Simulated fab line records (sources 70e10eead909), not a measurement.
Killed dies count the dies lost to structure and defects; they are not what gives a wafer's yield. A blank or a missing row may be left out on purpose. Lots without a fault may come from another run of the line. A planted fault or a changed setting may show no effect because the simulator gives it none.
Chamber matching -- flow nand harc -- NHARC_A_STAIRCASE_DESCUM_312 on rie diel-03 has 4 sister chambers
The step chemistry O2, time 3 s. 16 wafers are shown with their chamber, then 8 later ones without.

== WAFERS, EACH WITH ITS CHAMBER ==
wafer,chamber,drypump motor current A (A),showerhead plenum p Torr (Torr),oes product au (a.u.)
L075.4,0,5.3,1.77,1.014
L075.5,2,6.7,1.90,1.004
L075.6,3,6.4,2.02,0.995
L078.1,1,6.4,1.80,1.004
L078.2,0,5.3,1.77,0.988
L078.5,1,6.4,1.80,0.998
L082.1,2,6.7,1.90,1.014
L082.4,1,6.4,1.79,1.001
L082.5,2,6.7,1.90,1.003
L091.3,0,5.3,1.76,0.992
L091.4,2,6.7,1.89,0.997
L091.6,0,5.2,1.76,0.994
L090.1,1,6.4,1.79,0.998
L090.3,2,6.7,1.89,1.005
L090.6,2,6.7,1.89,1.004
L094.1,0,5.3,1.76,0.995

SIGNATURES (averages over the wafers above)
reading,chamber 0,chamber 1,chamber 2,chamber 3,scatter within a chamber
drypump motor current A,5.280,6.400,6.700,6.400,0.0258
showerhead plenum p Torr,1.7640,1.7950,1.8950,2.0200,0.00555
oes product au,0.99660,1.00025,1.00450,0.99500,0.00696
Rule: for each reading, subtract the chamber's mean from the wafer's reading, divide by that reading's scatter and square the result; add these up over the readings and take the root, which gives the wafer's distance from the chamber. If the next closest chamber is less than 2 further off than the closest, the wafer can't be placed; otherwise it belongs to the closest. How the scatter is found: for the shown wafers, subtract from each reading the mean of its chamber, square and add these, divide the total by (wafers less chambers), then take the root.

== WAFERS WHOSE CHAMBER IS MISSING ==
wafer,drypump motor current A (A),showerhead plenum p Torr (Torr),oes product au (a.u.)
L094.3,6.4,1.79,0.997
L094.4,6.7,1.89,1.008
L095.1,6.4,1.79,0.995
L095.3,5.3,1.76,0.995
L095.4,6.7,1.89,0.995
L097.2,6.4,1.79,0.993
L097.4,5.3,1.76,1.002
L097.5,6.4,1.79,1.004

== CHAMBER TAKEN BY EACH ==
wafer,from the rows above,in truth
L094.3,1,1
L094.4,2,2
L095.1,1,1
L095.3,0,0
L095.4,2,2
L097.2,1,1
L097.4,0,0
L097.5,1,1
8 of 8 placed correctly. Not placeable from these rows: 0. 0 placed wrongly.
